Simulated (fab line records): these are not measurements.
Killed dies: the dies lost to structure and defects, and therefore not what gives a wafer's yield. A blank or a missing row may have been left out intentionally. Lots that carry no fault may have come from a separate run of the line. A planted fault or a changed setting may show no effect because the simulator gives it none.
Problem report, 8D (eight disciplines) form, completed by code ; flow n5Finfet ; the parts of the form that need people (team, actions taken, sign-off) are left out

1. THE PROBLEM
At N5_BEOL_M13_COAT_04, spinSpeedRpm averages 1337.7 rpm over 6 wafers from 2 lots, while fault-free wafers read 1625.2 rpm, standard deviation 1.3. That is -99 or more standard deviations from the usual mean.
The step: resist thk 400 nm.
First seen on wafer L178.1, day 13 22:30, on lithoTrack-03. The record holds 12 wafers of 4 lots with a number at this step. By rule, "out" or "out of limits" means more than 4 standard deviations away from the usual mean. The rest of the wafers with a number are treated as sound.

2. WHAT THIS IS AND IS NOT
question;is;is not
which readings at this step;spinSpeedRpm;-
which lots;L178, L183;L173, L182
which wafers of those lots;all that have a number;-
read on which tools;lithoTrack-03;lithoTrack-02
when;from day 13 22:30;"up to then (3 sound wafers); but 3 sound wafers of L182 came after"

3. THE SUSPECTS, EACH WITH WHAT RULES IT OUT
Counting: any tool at a process step up to the reading is kept as a suspect provided that every lot that is out went through it and no sound lot did after the first of them.
- lithoTrack-03 at N5_BEOL_M13_COAT_04 (resist thk 400 nm): kept. Every lot that is out went through it, starting with L178 (day 13 22:30), and after that it ran no sound lot; the last sound lot it ran before then is L173 (day 12 05:52). On those wafers its own readings are out: spinSpeedRpm.
After counting, what remains is lithoTrack-03 at N5_BEOL_M13_COAT_04.

4. THE CAUSE (what the simulator had put in)
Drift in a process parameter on lithoTrack-03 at N5_BEOL_M13_COAT_04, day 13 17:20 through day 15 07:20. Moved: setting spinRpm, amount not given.
This tool alone remained once counting was done.

5. THE EFFECT CHAIN, in route order
Rows list readings where the struck wafers' mean (over those with a number) sits beyond 3 standard deviations from the usual. Scope: only readings with a usual standard deviation given in the record; hours: median across lots of the time from each lot's start at the first step in this table that gives one to its start at this step; sigmas: change in usual standard deviations.
hours;step;reading;usual;on struck wafers;change;sigmas
0;N5_BEOL_M13_COAT_04;spinSpeedRpm;1625.2 rpm;1337.7;-287.5;-99 or more
1;N5_BEOL_M13_STRIP_63;stripTimeToEndpointS;27.5 s;38.6;+11.1;+9.3
The process steps in it:
- N5_BEOL_M13_COAT_04: resist thk 400 nm.
- N5_BEOL_M13_STRIP_63: strips in N2/H2.

6. HOW IT WOULD HAVE BEEN CAUGHT EARLIER
The fault began at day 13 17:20; the first out-of-limits reading in this record came at day 13 22:30, 5 hours later.
